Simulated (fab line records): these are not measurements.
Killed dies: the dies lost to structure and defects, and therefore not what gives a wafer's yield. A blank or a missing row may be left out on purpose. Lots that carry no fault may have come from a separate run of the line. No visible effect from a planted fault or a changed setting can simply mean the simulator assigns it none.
fab line records | flow n5-finfet
[record] lots = 4 wafers = 12 last-day = 15
route steps=1938 shown BEOL_M0_SAQP@686 BEOL_M0_CUTY@701 BEOL_M0@715 BEOL_M4@1111 PASSIVATION@1936
lots with no fault: from the same line, run without faults
start-h: hours from the record's opening day to when the first of the lot's shown wafers began | wait-h: how many hours have passed since the lot's step before this one | " identical to the entry in the row above | L1.1+2: a row that stands for several wafers | - either no value or no given start | * or withheld: withheld | < > ~ a bound
route shown NAME@n: a module of which the file shows steps, and the number in the route of the first | usual: mean/standard deviation taken from wafers without a fault | same: alike in all rows | chamber/n: place in a boat | sites: the reading at each site | _std_site: their standard deviation | _edge_site: the outer-site mean with the inner-site mean subtracted | radius-mm: how far each site lies from the wafer's centre | mask NAME#n: copy n | behind: the most recent tool/chamber to have shaped the wafer | hold: why the lot went on hold/how many hours it stayed there/how the hold came to an end | device: whichever transistor did not switch (one of n, p or np) | end of line: tests run on the same wafers once the route is complete | step lacking rows: just its recipe | killed: the dies lost at the first sort to structure and to defects; this is not the yield of the wafer | map: shows each die of a wafer: x if killed, . if not, _ if none is there
set.NAME: the setting the step ran with; set.NAME@STEP: the setting that earlier step ran with | model.NAME: the simulator's own value behind a step, which no gauge read
lots at selected steps of the route; one table per step, one row per wafer
services: a tool's chamber out of use, with start hour (start-h, from the record's first day; less than 0 if before it), hours out, and reason
[[steps]]
[step N5_BEOL_M0_SAQP_EXPOSE_37]
[recipe] mask-id = M0_CUT1 na = 0.33 source-shape = annular sigma-inner = 0.35 sigma-outer = 0.8 polarization = unpolarized target-cd-nm = 30 dose-mj = 44.75
[step N5_BEOL_M0_SAQP_PEB_38]
[recipe] peb-temp-c = 100 peb-time-s = 60 resist = CAR-EUV
[step N5_BEOL_M0_SAQP_DEVELOP_39]
[recipe] develop-time-s = 30 developer = TMAH resist = CAR-EUV rinse-liquid = surfactant-rinse dry = air-spin dev-temp-c = 23
[step N5_BEOL_M0_SAQP_DESCUM_45]
[recipe] chemistry = O2 time-s = 7 source-power-w = 50 bias-power-w = 20 pressure-mtorr = 20 rf-frequency-hz = 2.712e+07 temp-c = 40 resist = CAR-EUV o2-flow-sccm = 225
[step N5_BEOL_M0_SAQP_ETCH_88]
[recipe] chemistry = N2/H2 target = underlayer target-depth-a = 65 time-s = 5.2 ion-energy-ev = 200 mask-material = CAR-EUV pressure-mtorr = 30 source-w = 840 bias-w = 150 n2-flow-sccm = 200 h2-flow-sccm = 200 ends = cleared
[step N5_BEOL_M0_SAQP_ETCH_73]
[recipe] chemistry = CF4 target = SiARC target-depth-a = 195 mask-material = CAR-EUV time-s = 32.5 ion-energy-ev = 80 pressure-mtorr = 40 source-w = 545 bias-w = 36 Ar_flow_sccm = 100 cf4-flow-sccm = 100 ends = cleared
[step N5_BEOL_M0_SAQP_CUT_ETCH_46]
[recipe] chemistry = N2/H2 target = SOC target-depth-a = 1350 overetch-a = 270 temp-c = 40 time-s = 202.5 ion-energy-ev = 200 mask-material = SiARC pressure-mtorr = 30 source-w = 840 bias-w = 150 n2-flow-sccm = 200 h2-flow-sccm = 200
[step N5_BEOL_M0_SAQP_STRIP_74]
[recipe] chemistry = N2/H2 temp-c = 40 n2-flow-sccm = 200 h2-flow-sccm = 200 rf-frequency-hz = 6e+07
[step N5_BEOL_M0_SAQP_STRIP_89]
[recipe] chemistry = N2/H2 temp-c = 40 n2-flow-sccm = 200 h2-flow-sccm = 200 rf-frequency-hz = 6e+07
[step N5_BEOL_M0_SAQP_ALD_48]
[recipe] material = SiO2 target-thk-a = 200 temp-c = 100 ald-precursor-family = BDEAS ald-co-reactant = O2-plasma pulse-time-s = 1 co-reactant-pulse-time-s = 1 purge-time-s = 2 co-reactant-purge-time-s = 2 ald-cycles = 139 pressure-torr = 2
[usual] ald-cycles = 139/0 heater-power-outer-w = 43/5.3 heater-power-w = 80/8.4 precursor-pulse-height-rel = 1.000/0.019
[same] co-reactant-purge-time-s = 2
// columns lot.wafer tool chamber start-h wait-h ald-cycles heater-power-outer-w heater-power-w precursor-pulse-height-rel model.SiO2_of_BEOL_M0_SAQP_ALD_48.thk-nm
L933.2 ald-sin-02 1 127.20 0.0 139 42 83 0.993 20.2
L933.3 " 3 " " 139 50 83 1.004 20
L933.6 " 1 " " 139 42 81 0.970 20.2
L942.1 ald-sin-02 3 186.87 0.0 139 49 79 0.992 20
L942.5 " 0 " " 169 42 82 0.970 24.4
L942.6 " 3 " " 139 49 82 0.998 20
L944.1 ald-sin-02 0 194.08 0.0 169 43 78 1.012 24.2
L944.4 " 1 " " 139 42 81 0.989 20
L944.6 " 0 " " 169 42 79 0.949 24.4
L945.1 ald-sin-04 1 196.43 0.1 139 39 79 1.024 19.8
L945.4 " 2 " " 139 50 92 0.979 20
L945.6 " 0 " " 139 31 62 1.017 20
[step N5_BEOL_M0_SAQP_ETCH_49]
[recipe] chemistry = CF4/O2 target-depth-a = 370 target = SiO2 pressure-mtorr = 40 source-w = 535 bias-w = 49 Ar_flow_sccm = 100 cf4-flow-sccm = 100 O2_flow_sccm = 10 ion-energy-ev = 100
[step N5_BEOL_M0_SAQP_STRIP_75]
[recipe] chemistry = CF4 resist = SiARC power-w = 300 bias-power-w = 75 pressure-mtorr = 50 cf4-flow-sccm = 150 rf-frequency-hz = 6e+07
[step N5_BEOL_M0_CUTY_COAT_50]
[recipe] resist = SiARC temp-c = 220 time-s = 60 spin-rpm = 1500 resist-thk-nm = 15
[step N5_BEOL_M0_CUTY_COAT_51]
[recipe] resist = CAR-ArF-block spin-rpm = 1500 resist-thk-nm = 150
[step N5_BEOL_M0_CUTY_EBR_52]
[recipe] solvent = PGMEA ebr-width-mm = 1.5
[step N5_BEOL_M0_CUTY_SOFTBAKE_53]
[recipe] temp-c = 110 time-s = 60 resist = CAR-ArF-block
[step N5_BEOL_M0_CUTY_EXPOSE_54]
[recipe] mask-id = M0_ABLK na = 1.35 source-shape = conventional sigma-outer = 0.8 polarization = unpolarized dose-mj = 36
[step N5_BEOL_M0_CUTY_PEB_55]
[recipe] peb-temp-c = 110 peb-time-s = 60 resist = CAR-ArF-block
[step N5_BEOL_M0_CUTY_DEVELOP_56]
[recipe] develop-time-s = 30 developer = TMAH resist = CAR-ArF-block rinse-liquid = diw dry = air-spin dev-temp-c = 23
[step N5_BEOL_M0_CUTY_DESCUM_61]
[recipe] chemistry = O2 time-s = 7.9 source-power-w = 50 bias-power-w = 20 pressure-mtorr = 20 rf-frequency-hz = 2.712e+07 temp-c = 40 resist = CAR-ArF-block o2-flow-sccm = 225
[step N5_BEOL_M0_CUTY_ETCH_62]
[recipe] chemistry = CF4 target = SiARC mask-material = CAR-ArF-block time-s = 58.5 ion-energy-ev = 80 pressure-mtorr = 40 source-w = 545 bias-w = 36 Ar_flow_sccm = 100 cf4-flow-sccm = 100 ends = cleared
[step N5_BEOL_M0_CUTY_ETCH_63]
[recipe] chemistry = N2/H2 target = SOC target-depth-a = 827 overetch-a = 165 mask-material = SiARC temp-c = 40 ion-energy-ev = 200 time-s = 124 pressure-mtorr = 30 source-w = 840 bias-w = 150 n2-flow-sccm = 200 h2-flow-sccm = 200
[step N5_BEOL_M0_CUTY_STRIP_64]
[recipe] chemistry = N2/H2 temp-c = 40 n2-flow-sccm = 200 h2-flow-sccm = 200 rf-frequency-hz = 6e+07
[step N5_BEOL_M0_ETCH_138]
[recipe] chemistry = CH3F/O2 target-depth-a = 120 target = SiCN time-s = 31.6 ion-energy-ev = 120 pressure-mtorr = 30 source-w = 395 bias-w = 75 Ar_flow_sccm = 150 CH3F_flow_sccm = 30 O2_flow_sccm = 20 ends = cleared
[step N5_BEOL_M0_HM_OPEN_105]
[recipe] chemistry = Cl2/BCl3 target-depth-a = 120 target = TiN ion-energy-ev = 150 pressure-mtorr = 10 icp-w = 1000 bias-w = 126 Cl2_flow_sccm = 53.25 bcl3-flow-sccm = 21.75 Ar_flow_sccm = 25
[step N5_BEOL_M0_STRIP_140]
[recipe] chemistry = CF4 resist = SiARC power-w = 300 bias-power-w = 75 pressure-mtorr = 50 cf4-flow-sccm = 150 rf-frequency-hz = 6e+07
[usual] drypump-motor-current-A = 5.7/0.56 oes-product-au = 0.75/0.067 rf-vpp-V = 271.7/1.8 showerhead-plenum-p-Torr = 1.82/0.05 throttle-valve-pct = 13.66/0.22
// columns lot.wafer tool chamber start-h wait-h drypump-motor-current-A oes-product-au rf-hours-counter-h rf-vpp-V showerhead-plenum-p-Torr throttle-valve-pct model.SiO2_of_BEOL_M0_SAQP_ALD_48.thk-nm
L933.2 rie-diel-05 1 135.15 0.3 5.8 0.81 81 272.1 1.89 13.67 11.2
L933.3 " 3 " " 5.7 0.87 33 272.4 1.89 13.20 11.6
L933.6 " 0 " " 6.6 0.68 - 267.4 1.76 13.56 11.2
L942.1 rie-diel-05 3 188.62 0.1 5.7 0.82 52 273.2 1.89 13.27 11.2
L942.5 " 2 " " 5.1 0.68 - 273.7 1.83 13.88 13.4
L942.6 " 3 " " 5.7 0.84 - 272.2 1.89 13.27 12
L945.1 rie-diel-05 2 199.33 0.3 5.1 0.68 225 272.0 1.83 13.89 12
L945.4 " 1 " " 5.7 0.78 104 274.1 1.89 13.72 11.2
L945.6 " 0 " " 6.6 0.67 - 271.8 1.76 13.61 12.2
L944.1 rie-diel-05 2 201.57 0.1 5.1 0.68 226 272.6 1.83 13.89 13.6
L944.4 " 0 " " 6.6 0.67 246 270.2 1.76 13.61 11.6
L944.6 " 1 " " 5.8 0.77 - 274.4 1.88 13.77 13.6
[step N5_BEOL_M0_STRIP_104]
[recipe] chemistry = N2/H2 power-w = 450 temp-c = 40 pressure-mtorr = 20 rf-frequency-hz = 6e+07 overash-fraction = 0.3 bias-power-w = 7 h2-frac = 0.5 n2-flow-sccm = 200 h2-flow-sccm = 200
[step N5_BEOL_M4_RC_MEAS_101]
[usual] DIBL_N = 35.8/1.6 DIBL_P = 36.0/2.1 IOFF_N = 0.153/0.026 IOFF_P = 0.21/0.037 ION_N = 673/11 ION_P = 462/7.6 SS_N = 71.4/0.53 SS_P = 73.2/0.67 VT_N = 250/3.2 VT_P = -250/3.7
// columns lot.wafer tool chamber start-h wait-h DIBL_N[mV/V] DIBL_P[mV/V] IOFF_N[nA/um] IOFF_P[nA/um] ION_N[uA/um] ION_P[uA/um] SS_N[mV/dec] SS_P[mV/dec] VT_N[mV] VT_P[mV]
L933.2 prober-01 0 192.11 0.2 37.4 40.7 0.186 0.31 674 470 71.6 74.4 249 -242
L933.3 " 0 " " 36.0 38.9 0.167 0.29 677 471 71.6 73.6 251 -242
L933.6 " 0 " " 36.9 39.6 0.181 0.29 683 475 71.9 73.5 246 -242
L942.1 prober-01 0 245.27 0.0 35.3 36.0 0.160 0.18 678 456 71.4 73.2 249 -252
L942.5 " 0 " " 35.1 35.6 0.145 0.17 658 453 71.7 72.6 250 -255
L942.6 " 0 " " 36.8 37.9 0.188 0.20 684 451 72.5 73.9 247 -252
L945.1 prober-02 0 249.51 0.0 36.2 37.7 0.169 0.24 684 481 71.1 74.0 246 -247
L945.4 " 0 " " 37.4 38.1 0.176 0.26 677 470 72.2 73.0 246 -248
L945.6 " 0 " " 37.2 38.2 0.172 0.25 668 467 72.7 73.0 248 -247
L944.1 prober-01 0 251.66 0.0 35.4 35.5 0.170 0.22 681 464 72.2 72.7 248 -249
L944.4 " 0 " " 33.6 34.4 0.129 0.20 656 459 71.7 72.3 254 -250
L944.6 " 0 " " 33.7 34.3 0.134 0.19 660 461 71.2 72.1 251 -250
[step N5_PASSIVATION_PROBE_49]
[usual] defect-limited-yield = 91.3/1.5 killed_at_M0_to_M3 = 33/12 killed_at_M4_up = 13/5.2 killed-at-contacts = 13/6.7 killed-at-front-end = 40/11 killed-at-other = 4.1/2.7 killed-dies = 103/17 killed-open = 69/13 killed-short = 33/8.4 sort_bin_5_function = 5.1/1 sort_bin_6_memory = 3.2/0.62 sort-n-pass = 1077/17 sort-yield-pct = 91.3/1.5
[same] gross-dies = 1180 killed-at-back-side = 0 sort_bin_4_leakage[%] = 0 sort_bin_8_speed[%] = 0
// columns lot.wafer tool chamber start-h wait-h defect-limited-yield[%] killed_at_M0_to_M3 killed_at_M4_up killed-at-contacts killed-at-front-end killed-at-other killed-dies killed-open killed-short sort_bin_5_function[%] sort_bin_6_memory[%] sort-n-pass sort-yield-pct[%]
L945.1 prober-02 - 363.70 0.0 90.5 39 8 14 45 6 112 74 38 5.2 4.1 1068 90.5
// killed by level:class
L945.1 STI_FIN_REVEAL:geometric-particle:open=15 MOL_CONTACT_COAG:geometric-particle:open=12 BEOL_M3:geometric-particle:open=9 FIN_SAQP:geometric-particle:open=7 BEOL_M0_SAQP:geometric-particle:short=6 GATE_CUT:geometric-particle:short=5 BEOL_M3:geometric-particle:short=5 FIN_SAQP:geometric-particle:short=4
[[services]]
// columns tool chamber start-h hours kind
rie-diel-05 0 110.92 6.6 repair
ald-sin-04 - 176.81 14.0 pm
ald-sin-04 0 176.81 14.0 vent-cycle
ald-sin-04 1 176.81 14.0 vent-cycle
ald-sin-04 2 176.81 14.0 vent-cycle
ald-sin-04 3 176.81 14.0 vent-cycle
ald-sin-02 - 177.32 6.1 pm
ald-sin-04 0 190.81 - clean
ald-sin-04 1 190.81 - clean
ald-sin-04 2 190.81 - clean
ald-sin-04 3 190.81 - clean
[[key]]
[first-sign] step = N5_BEOL_M0_SAQP_ALD_48 reading = ald-cycles direction = up sigmas = 99+ usual = * struck = *
effect none on later readings
[model-effect] step = N5_BEOL_M0_SAQP_ALD_48 value = SiO2_of_BEOL_M0_SAQP_ALD_48.thk-nm without = 20 struck = 24.33
[model-effect] step = N5_BEOL_M0_STRIP_140 value = SiO2_of_BEOL_M0_SAQP_ALD_48.thk-nm without = 11.13 struck = 13.53
met-at N5_BEOL_M0_SAQP_ALD_48
struck-wafers L942.5,L944.1,L944.6
[fault] kind = process-parameter-drift tool = ald-sin-02 chamber = 0 onset-h = 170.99 steps = N5_BEOL_M0_SAQP_ALD_48 channel = ald-cycles offset = * shape = step end-h = 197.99 acts-in = * stated = *
